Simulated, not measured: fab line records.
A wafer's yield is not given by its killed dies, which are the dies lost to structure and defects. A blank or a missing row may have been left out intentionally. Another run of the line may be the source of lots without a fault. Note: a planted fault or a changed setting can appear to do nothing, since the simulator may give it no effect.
Shared-tool check	flow nand-harc	2 lots, 6 wafers sampled

== REASON IT WAS OPENED ==
At NHARC_END_SORT_01 the reading killed-at-array is flagged on 2 of 2 lots. Fault-free wafers read 59, with a standard deviation of 17.
Rule: a lot gets a flag if all its wafers with a number sit over 4 standard deviations from that mean, or if no wafer of it has a number. The rest of the lots are taken to be sound.

lot	measured	on	killed-at-array, wafer by wafer	flag
L706	day 32 01:13	prober-02	670 668 673	FLAGGED
L707	day 33 16:14	prober-02	674 674 673	FLAGGED
Average over the flagged lots: 672; offset from the usual +613, equal to +36 standard deviations.

== WHICH TOOL RAN EACH LOT ==
Before the reading, the record contains 4 process steps out of a 1302-step route. Every cell lists first the tool, next ch and the chambers used by the sampled wafers, and last the start.
lot	flag	NHARC_A_CHANNEL_HOLE_D1_ETCH_34	NHARC_A_CHANNEL_HOLE_D1_ETCH_20	NHARC_A_CHANNEL_HOLE_D1_ETCH_21	NHARC_A_CHANNEL_HOLE_D1_ETCH_26
L706	FLAGGED	rie-diel-01 ch 0,2,3, day 16 09:55 or earlier	har-etch-01 ch 0,1, day 16 09:55	har-etch-01 ch 0,1, day 16 10:13	har-etch-01 ch 0,1, day 16 13:32
L707	FLAGGED	rie-diel-03 ch 0,1,2, day 17 00:59 or earlier	har-etch-01 ch 0,1, day 17 00:59	har-etch-01 ch 0,1, day 17 01:19	har-etch-01 ch 0,1, day 17 04:36
These steps, and what they do:
- NHARC_A_CHANNEL_HOLE_D1_ETCH_34: etches the open film in CF4/CHF3, target depth 154 nm, time 77 s.
- NHARC_A_CHANNEL_HOLE_D1_ETCH_20: etches the open film in C4F8/O2/Ar, time 361.9 s, target depth 1600 nm.
- NHARC_A_CHANNEL_HOLE_D1_ETCH_21: etches the open film in C4F8/O2/Ar, time 514.3 s, target depth 1600 nm.
- NHARC_A_CHANNEL_HOLE_D1_ETCH_26: etches the open film in C4F8/O2/Ar, time 224.1 s, target depth 300 nm.
- NHARC_END_SORT_01

== FLAGGED OVER TOTAL, TOOL BY TOOL (the gauges that took the reading come last) ==
step	tool	lots run	flagged	share of the flagged lots	sound lots run after its first flagged lot
NHARC_A_CHANNEL_HOLE_D1_ETCH_34	rie-diel-01	1	1	some	0
NHARC_A_CHANNEL_HOLE_D1_ETCH_34	rie-diel-03	1	1	some	0
NHARC_A_CHANNEL_HOLE_D1_ETCH_20	har-etch-01	2	2	all	0
NHARC_A_CHANNEL_HOLE_D1_ETCH_21	har-etch-01	2	2	all	0
NHARC_A_CHANNEL_HOLE_D1_ETCH_26	har-etch-01	2	2	all	0
NHARC_END_SORT_01	prober-02	2	2	all	0
NHARC_A_CHANNEL_HOLE_D1_ETCH_34 gives no start for some lots, so the hours and the order of its lots are those of NHARC_A_CHANNEL_HOLE_D1_ETCH_20.

== THE TABLE: WHAT IT ALLOWS ==
4 rows of the table ran every flagged lot: har-etch-01 at NHARC_A_CHANNEL_HOLE_D1_ETCH_20, har-etch-01 at NHARC_A_CHANNEL_HOLE_D1_ETCH_21, har-etch-01 at NHARC_A_CHANNEL_HOLE_D1_ETCH_26, prober-02 at NHARC_END_SORT_01.
- har-etch-01 at NHARC_A_CHANNEL_HOLE_D1_ETCH_20: 2 of its 2 lots flagged. Because this sample shows no sound lot run on it before its first flagged lot, the start cannot be pinned down more closely.
- har-etch-01 at NHARC_A_CHANNEL_HOLE_D1_ETCH_21: 2 of its 2 lots flagged. Because this sample shows no sound lot run on it before its first flagged lot, the start cannot be pinned down more closely.
- har-etch-01 at NHARC_A_CHANNEL_HOLE_D1_ETCH_26: 2 of its 2 lots flagged. Because this sample shows no sound lot run on it before its first flagged lot, the start cannot be pinned down more closely.
- prober-02 at NHARC_END_SORT_01: 2 of its 2 lots flagged. Because this sample shows no sound lot run on it before its first flagged lot, the start cannot be pinned down more closely.
Because each of these 2 tools fits a fault that began at some hour, counting lots does not separate them. More lots, or a look at what each step does to the wafer, might.

== WHAT THE SIMULATOR HAD PUT IN ==
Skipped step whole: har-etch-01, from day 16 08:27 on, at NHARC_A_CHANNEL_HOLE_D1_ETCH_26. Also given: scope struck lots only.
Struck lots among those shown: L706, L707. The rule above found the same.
